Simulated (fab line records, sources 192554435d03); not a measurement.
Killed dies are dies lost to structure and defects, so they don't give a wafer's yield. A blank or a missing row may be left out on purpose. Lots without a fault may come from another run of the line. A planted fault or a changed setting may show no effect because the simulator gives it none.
Chamber matching | flow n5_finfet | N5_BEOL_M0_SAQP_HM_DEP_111 on pecvd-04: 3 sister chambers
The step deposits SiO2 from SiH4/N2O, target thk 12 nm, time 7.2 s. 3 wafers are shown with their chamber, then 7 later ones without.

WAFERS WITH THEIR CHAMBER
wafer  | chamber | showerhead_plenum_p_Torr (Torr)
L076.6 | 0       | 8.31
L084.2 | 2       | 8.24
L084.4 | 1       | 8.22

WAFERS WITHOUT THEIR CHAMBER
wafer  | showerhead_plenum_p_Torr (Torr)
L084.6 | 8.24
L088.1 | 8.19
L088.2 | 8.30
L088.3 | 8.23
L096.1 | 8.31
L096.3 | 8.25
L096.4 | 8.23

WHICH CHAMBER EACH WENT THROUGH
wafer  | from the rows above     | in truth
L084.6 | can't be placed: 2 or 1 | 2
L088.1 | can't be placed: 1 or 2 | 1
L088.2 | 0                       | 0
L088.3 | can't be placed: 1 or 2 | 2
L096.1 | 0                       | 0
L096.3 | can't be placed: 2 or 1 | 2
L096.4 | can't be placed: 1 or 2 | 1
Placed correctly: 2 of 7. Can't be placed from these rows: 5 (the true chamber is among the candidates in 5). Placed wrongly: 0.
How it was worked out, from the rows above alone: a wafer's distance from a chamber is the root of the sum, over the readings, of the square of ((its reading less the chamber's mean) divided by the reading's scatter). The wafer belongs to the nearest chamber; if the next one is less than 2 further off, it can't be placed. A chamber's mean is the mean of its shown wafers. The scatter: with one shown wafer a chamber, the root of the mean of the squares of how far each hidden wafer lies from its nearest shown one.
